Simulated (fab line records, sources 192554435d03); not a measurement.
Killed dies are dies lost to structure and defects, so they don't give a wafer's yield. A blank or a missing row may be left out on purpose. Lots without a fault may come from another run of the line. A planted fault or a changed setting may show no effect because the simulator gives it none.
Which tool did it? | flow n5_finfet | 12 lots, 36 wafers sampled, at 5 steps of a route of 1938

WHAT THE GAUGES READ, wafer by wafer
N5_MIM_TOP_LITHO_OVL_MEAS_11.
lot  | measured     | on         | MIM_TOP_OVL (nm)
L076 | day 12 00:37 | overlay-01 | -4 -2 -6
L077 | day 12 08:34 | overlay-02 | -8 -10 1
L079 | day 12 20:47 | overlay-02 | -2 -4 -7
L081 | day 13 15:13 | overlay-01 | 0 -5 -5
L080 | day 14 04:02 | overlay-02 | 7 6 0
L085 | day 14 11:10 | overlay-01 | 3 -2 -2
L086 | day 14 18:35 | overlay-02 | -5 -2 -3
L091 | day 15 17:31 | overlay-01 | -5 2 -2
L090 | day 16 01:56 | overlay-01 | 2 1 -1
L092 | day 16 08:29 | overlay-01 | -12 -10 -13
L095 | day 17 01:34 | overlay-01 | 8 2 1
L097 | day 17 06:01 | overlay-01 | -7 -4 -4

WHICH TOOL RAN EACH LOT (tool, then ch and the chambers of the sampled wafers, then the start)
lot  | N5_BEOL_M15_STRIP_62                          | N5_BEOL_M15_ETCH_38                           | N5_BEOL_M15_ANNEAL_48            | N5_PASSIVATION_PECVD_00
L076 | rie_diel-06 ch 0,1, day 11 17:25 or earlier   | rie_diel-06 ch 0,1, day 11 17:25 or earlier   | rtp_anneal-01 ch 0, day 11 17:25 | pecvd-03 ch 0,2, day 11 19:09
L077 | rie_diel-05 ch 1,2,3, day 12 04:06 or earlier | rie_diel-05 ch 1,2,3, day 12 04:06 or earlier | rtp_anneal-01 ch 0, day 12 04:06 | pecvd-04 ch 0,2, day 12 05:50
L079 | rie_diel-06 ch 0,1,3, day 12 13:58 or earlier | rie_diel-06 ch 0,1,3, day 12 13:58 or earlier | rtp_anneal-01 ch 0, day 12 13:58 | pecvd-01 ch 1,2, day 12 15:42
L081 | rie_diel-06 ch 0,1,3, day 13 11:26 or earlier | rie_diel-06 ch 0,1,3, day 13 11:26 or earlier | rtp_anneal-01 ch 0, day 13 11:26 | pecvd-01 ch 0,2, day 13 13:05
L080 | rie_diel-05 ch 2,3, day 13 22:50 or earlier   | rie_diel-05 ch 2,3, day 13 22:50 or earlier   | rtp_anneal-01 ch 0, day 13 22:50 | pecvd-04 ch 0,1, day 14 00:35
L085 | rie_diel-01 ch 0,3, day 14 06:57 or earlier   | rie_diel-01 ch 0,3, day 14 06:57 or earlier   | rtp_anneal-02 ch 0, day 14 06:57 | pecvd-04 ch 0,1,2, day 14 08:35
L086 | rie_diel-01 ch 1,2, day 14 11:49 or earlier   | rie_diel-01 ch 1,2, day 14 11:49 or earlier   | rtp_anneal-01 ch 0, day 14 11:49 | pecvd-01 ch 0,1, day 14 14:08
L091 | rie_diel-01 ch 0,1,2, day 15 13:11 or earlier | rie_diel-01 ch 0,1,2, day 15 13:11 or earlier | rtp_anneal-01 ch 0, day 15 13:11 | pecvd-01 ch 0,1,2, day 15 14:55
L090 | rie_diel-06 ch 1,2,3, day 15 20:43 or earlier | rie_diel-06 ch 1,2,3, day 15 20:43 or earlier | rtp_anneal-01 ch 0, day 15 20:43 | pecvd-04 ch 0,1, day 15 22:25
L092 | rie_diel-05 ch 0,2,3, day 16 03:28 or earlier | rie_diel-05 ch 0,2,3, day 16 03:28 or earlier | rtp_anneal-01 ch 0, day 16 03:28 | pecvd-03 ch 0,1,2, day 16 05:08
L095 | rie_diel-06 ch 0,3, day 16 19:58 or earlier   | rie_diel-06 ch 0,3, day 16 19:58 or earlier   | rtp_anneal-01 ch 0, day 16 19:58 | pecvd-03 ch 1,2, day 16 21:42
L097 | rie_diel-01 ch 0,1,3, day 17 01:26 or earlier | rie_diel-01 ch 0,1,3, day 17 01:26 or earlier | rtp_anneal-01 ch 0, day 17 01:26 | pecvd-04 ch 0,2, day 17 03:07
- N5_BEOL_M15_STRIP_62: strips in O2.
- N5_BEOL_M15_ETCH_38: etches SiCN in CF4/N2, target depth 106.4 nm, time 120.5 s.
- N5_BEOL_M15_ANNEAL_48: time 90 s.
- N5_PASSIVATION_PECVD_00: deposits SiO2 from SiH4/N2O, target thk 200 nm, time 11.2 s.

THE ANSWER, worked out from the rows above alone
Rule: what is usual is taken from the lots themselves. Put in order of their means at a reading, lots are off if they are a third of the lots or fewer, leave a main group of 4 or more, and stand apart from it by a gap of 3 or more times the standard deviation of the main group's means; of several such gaps the widest counts. A main group whose means are all the same, to the digits that the tables above print for the reading, isn't used. A lot without any number at a reading at which 4 lots or more have one is off too. The other lots that the step has rows for count as sound.
No lot is off at any reading shown: from this, nothing can be told.

WHAT THE SIMULATOR HAD PUT IN
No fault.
